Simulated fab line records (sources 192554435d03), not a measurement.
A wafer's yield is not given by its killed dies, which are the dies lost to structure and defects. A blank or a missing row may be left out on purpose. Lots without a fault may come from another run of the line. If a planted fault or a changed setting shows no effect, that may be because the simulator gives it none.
Which tool did it?	flow n5Finfet	Sampling: 8 lots, 24 wafers, 8 of 1938 route steps

WHAT EACH GAUGE READ, for each wafer
N5_BEOL_M4_THK_MEAS_01. Usual: for M4_ILD_THK the level is 79.3 nm and the standard deviation is 1.2.
lot	measured	on	M4_ILD_THK (nm)	flag
L868	day 8 03:54	filmMetro-01	79.7 81.2 81.1	
L869	day 8 18:53	filmMetro-01	80.6 80.3 82.0	
L872	day 9 10:20	filmMetro-02	79.4 81.6 78.7	
L879	day 11 12:53	filmMetro-02	78.8 80.3 81.3	
L881	day 12 06:52	filmMetro-02	78.7 79.4 81.1	
L886	day 13 08:40	filmMetro-01	78.4 78.1 79.0	
L884	day 13 11:34	filmMetro-01	76.4 78.8 78.3	
L885	day 13 14:04	filmMetro-01	76.8 78.4 78.4	

N5_BEOL_M4_CD_MEAS_18: pitch 36 nm, target cd 18 nm. Usual: cdNm reads 17.8 nm (standard deviation 0.37).
lot	measured	on	cdNm (nm)	flag
L868	day 8 06:00	cdSem-01	18.8 18.3 18.1	
L869	day 8 21:18	cdSem-03	18.5 18.0 17.0	
L872	day 9 14:52	cdSem-01	18.1 17.5 18.0	
L879	day 11 15:20	cdSem-01	17.5 - -	
L881	day 12 08:50	cdSem-02	18.2 - -	
L886	day 13 12:08	cdSem-03	17.8 18.5 17.3	
L884	day 13 12:45	cdSem-03	18.4 17.9 18.4	
L885	day 13 16:09	cdSem-02	17.8 18.2 17.3	

N5_BEOL_M4_OCD_MEAS_38. Usual: trenchDepthNm reads 55.3 nm (standard deviation 1.2).
lot	measured	on	trenchDepthNm (nm)	flag
L868	day 8 19:56	ocd-01	56.8 57.1 56.5	
L869	day 8 23:18	ocd-01	54.7 54.7 55.1	
L872	day 9 17:03	ocd-01	55.7 54.9 55.6	
L879	day 12 11:01	ocd-02	53.4 0.3 -	OFF
L881	day 12 14:13	ocd-01	56.8 - 0.5	OFF
L886	day 13 15:51	ocd-02	54.0 54.2 56.5	
L884	day 13 19:33	ocd-01	56.5 56.0 53.6	
L885	day 13 19:49	ocd-01	55.9 57.0 54.8	

N5_BEOL_M4_RC_MEAS_101. Usual: DIBL_N 36.6 mV/V, standard deviation 1.7; DIBL_P 36.7 mV/V, standard deviation 2; IOFF_N 0.16 nA/um, standard deviation 0.033; IOFF_P 0.22 nA/um, standard deviation 0.04; ION_N 673 uA/um, standard deviation 12; ION_P 463 uA/um, standard deviation 7.9; SS_N 71.7 mV/dec, standard deviation 0.58; SS_P 73.3 mV/dec, standard deviation 0.64; VT_N 249 mV, standard deviation 3.3; VT_P -249 mV, standard deviation 3.1.
lot	measured	on	DIBL_N (mV/V)	DIBL_P (mV/V)	IOFF_N (nA/um)	IOFF_P (nA/um)	ION_N (uA/um)	ION_P (uA/um)	SS_N (mV/dec)	SS_P (mV/dec)	VT_N (mV)	VT_P (mV)	flag
L868	day 8 23:53	prober-01	35.6 34.0 37.5	35.5 33.0 38.0	0.15 0.11 0.18	0.20 0.17 0.24	684 660 686	469 462 470	71.3 70.4 71.9	73.0 72.5 73.6	249 253 245	-251 -252 -247	
L869	day 9 03:50	prober-02	35.9 35.9 36.2	36.8 37.5 36.7	0.18 0.19 0.20	0.22 0.24 0.24	673 684 679	455 461 458	71.8 72.5 72.3	72.9 73.3 73.2	247 244 246	-251 -250 -250	
L872	day 9 21:56	prober-01	35.5 36.9 35.2	37.7 39.4 37.0	0.17 0.21 0.16	0.23 0.26 0.21	672 680 663	464 467 460	71.2 71.8 72.0	73.7 74.4 73.6	247 240 249	-251 -249 -250	
L879	day 12 15:04	prober-01	38.5	39.1	0.21	0.25	695	472	71.6	73.3	244	-249	
L881	day 12 18:20	prober-02	34.3	35.1	0.12	0.18	663	460	70.5	72.7	253	-251	
L886	day 13 20:07	prober-01	35.2 35.2 35.2	34.2 34.8 34.8	0.14 0.14 0.14	0.21 0.22 0.22	664 677 667	461 471 464	71.9 72.0 71.6	72.5 72.5 72.4	250 251 250	-246 -248 -246	
L884	day 13 23:58	prober-02	38.8 39.8 38.0	39.4 39.9 37.9	0.23 0.24 0.19	0.33 0.33 0.29	705 710 676	492 487 473	72.3 71.7 71.3	74.1 73.6 73.4	243 243 247	-241 -240 -245	
L885	day 14 01:58	prober-02	36.0 36.1 35.2	37.2 37.1 37.1	0.16 0.16 0.15	0.20 0.21 0.21	664 664 675	458 455 465	71.9 71.8 71.7	73.5 73.3 73.1	247 251 250	-250 -250 -249	

WHICH TOOL RAN EACH LOT (tool, then ch and the chambers of the sampled wafers, then the start)
lot	N5_BEOL_M3_PRE_CLEAN_60	N5_BEOL_M3_DEP_57	N5_BEOL_M4_ETCH_64	N5_BEOL_M4_HM_OPEN_17
L868	cvdCo-02 ch 0,1, day 8 03:33	pecvd-04 ch 0,1, day 8 03:43	rieDiel-04 ch 1,3, day 8 05:26	rieMetal-02 ch 0,1, day 8 05:37
L869	cvdCo-02 ch 0,1,2, day 8 18:33	pecvd-04 ch 0,1,2, day 8 18:42	rieDiel-04 ch 1,2, day 8 20:52	rieMetal-03 ch 0,1, day 8 21:04
L872	cvdCo-02 ch 0,1, day 9 09:59	pecvd-01 ch 0,1,2, day 9 10:08	rieDiel-05 ch 0,1, day 9 14:29	rieMetal-03 ch 0, day 9 14:40
L879	cvdCo-01 ch 0,1, day 11 12:31	pecvd-01 ch 0,1,2, day 11 12:41	rieDiel-04 ch 0,2, day 11 14:58	rieMetal-03 ch 0,1, day 11 15:11
L881	cvdCo-02 ch 0,2, day 12 06:16	pecvd-02 ch 0,1, day 12 06:25	rieDiel-04 ch 0,1,3, day 12 08:29	rieMetal-03 ch 0,1, day 12 08:40
L886	cvdCo-01 ch 0,1,2, day 13 08:19	pecvd-04 ch 0,1,2, day 13 08:28	rieDiel-03 ch 0,1,3, day 13 11:43	rieMetal-02 ch 0,1, day 13 11:53
L884	cvdCo-02 ch 0,1, day 13 11:13	pecvd-02 ch 0,1,2, day 13 11:22	rieDiel-05 ch 0,2, day 13 12:23	rieMetal-03 ch 0,1, day 13 12:35
L885	cvdCo-02 ch 0,2, day 13 13:42	pecvd-04 ch 1,2, day 13 13:52	rieDiel-03 ch 0,2,3, day 13 15:40	rieMetal-02 ch 1, day 13 15:50
- N5_BEOL_M3_PRE_CLEAN_60: time 15 s.
- N5_BEOL_M3_DEP_57: deposits SiCN from 3MS/NH3, target thk 8 nm, time 14 s.
- N5_BEOL_M4_ETCH_64: etches SOC in N2/H2, target depth 75 nm, overetch 22.5 nm, time 121.9 s.
- N5_BEOL_M4_HM_OPEN_17: chemistry Cl2/BCl3, target TiN, target depth 20 nm, overetch 6 nm.

WHAT THE TOOLS THEMSELVES READ (means of the sampled wafers that have a number; where no wafer has one, the mark that the record gives instead)
N5_BEOL_M3_PRE_CLEAN_60. Usual: heaterPowerW reads 88 W (standard deviation 28).
lot	tool	heaterPowerW (W)	flag
L868	cvdCo-02	115	
L869	cvdCo-02	91	
L872	cvdCo-02	114	
L879	cvdCo-01	94	
L881	cvdCo-02	96	
L886	cvdCo-01	82	
L884	cvdCo-02	90	
L885	cvdCo-02	118	

N5_BEOL_M3_DEP_57. Usual: showerheadPlenumPTorr 3.664 Torr, standard deviation 0.015; throttleValvePct 8.9 %, standard deviation 0.42.
lot	tool	showerheadPlenumPTorr (Torr)	throttleValvePct (%)	flag
L868	pecvd-04	3.672	8.7	
L869	pecvd-04	3.656	8.8	
L872	pecvd-01	3.664	9.1	
L879	pecvd-01	3.668	9.1	
L881	pecvd-02	3.677	9.1	
L886	pecvd-04	3.657	8.7	
L884	pecvd-02	3.672	8.8	
L885	pecvd-04	3.652	8.9	

N5_BEOL_M4_ETCH_64. Usual: drypumpMotorCurrentA 5.9 A, standard deviation 0.5; oesProductAu 0.57 a.u., standard deviation 0.069; rfVppV 523.7 V, standard deviation 2.6; showerheadPlenumPTorr 2.54 Torr, standard deviation 0.088; tempC 40.01 C, standard deviation 0.11; throttleValvePct 17.79 %, standard deviation 0.24.
lot	tool	drypumpMotorCurrentA (A)	oesProductAu (a.u.)	rfVppV (V)	showerheadPlenumPTorr (Torr)	tempC (C)	throttleValvePct (%)	flag
L868	rieDiel-04	6.1	0.55	524.2	2.56	39.96	17.62	
L869	rieDiel-04	6.2	0.53	525.0	2.58	40.11	17.81	
L872	rieDiel-05	5.3	0.53	522.4	2.49	39.95	17.75	
L879	rieDiel-04	6.5	0.50	524.2	2.58	39.97	17.82	
L881	rieDiel-04	6.3	0.59	524.6	2.55	39.98	17.53	
L886	rieDiel-03	5.8	0.59	522.4	2.48	40.13	17.78	
L884	rieDiel-05	5.9	0.70	528.1	2.72	39.98	17.54	
L885	rieDiel-03	5.6	0.62	524.2	2.52	39.87	17.93	

N5_BEOL_M4_HM_OPEN_17. Usual: drypumpMotorCurrentA 5.5 A, standard deviation 0.45; oes_ar_750_au 0.73 a.u., standard deviation 0.068; oesProductAu 0.63 a.u., standard deviation 0.052; throttleValvePct 22.2 %, standard deviation 0.33.
lot	tool	drypumpMotorCurrentA (A)	oes_ar_750_au (a.u.)	oesProductAu (a.u.)	throttleValvePct (%)	flag
L868	rieMetal-02	5.8	0.80	0.68	21.9	
L869	rieMetal-03	5.5	0.66	0.56	22.5	
L872	rieMetal-03	4.8	0.68	0.59	22.1	
L879	rieMetal-03	5.5	0.65	0.48	22.7	
L881	rieMetal-03	5.5	0.65	0.47	22.7	OFF
L886	rieMetal-02	5.8	0.78	0.65	22.0	
L884	rieMetal-03	5.2	0.65	0.57	22.3	
L885	rieMetal-02	5.9	0.79	0.65	21.8	

THE ANSWER, worked out from the rows above alone
Rule: take the mean of a lot's wafers that have a number; if it is more than 3 standard deviations from the usual mean, the lot is off. A lot without any number at a reading at which 4 lots or more have one is off too. Where the step has rows for the other lots, those lots are counted as sound. After the gauges, taken in route order, come the tools' own readings; for these a lot's mean is taken, as printed above. At the first step where some lot is off, the reading lying furthest off is the one used; lots without a number count as furthest.
Off: L879, L881, at N5_BEOL_M4_OCD_MEAS_38 (trenchDepthNm).
If a tool, at a process step before that reading, ran all the lots that are off and no sound lot after the first of them, it fits. Those tools and the gauges at N5_BEOL_M4_OCD_MEAS_38 are tried in the same way. One candidate fits, namely rieDiel-04 at N5_BEOL_M4_ETCH_64. A fault onset in the window from L869 (day 8 20:52, its last sound lot) to L879 (day 11 14:58, its first lot off) fits.

WHAT WAS PUT IN BY THE SIMULATOR
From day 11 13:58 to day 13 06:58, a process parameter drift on rieDiel-04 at N5_BEOL_M4_ETCH_64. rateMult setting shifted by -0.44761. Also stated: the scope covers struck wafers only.
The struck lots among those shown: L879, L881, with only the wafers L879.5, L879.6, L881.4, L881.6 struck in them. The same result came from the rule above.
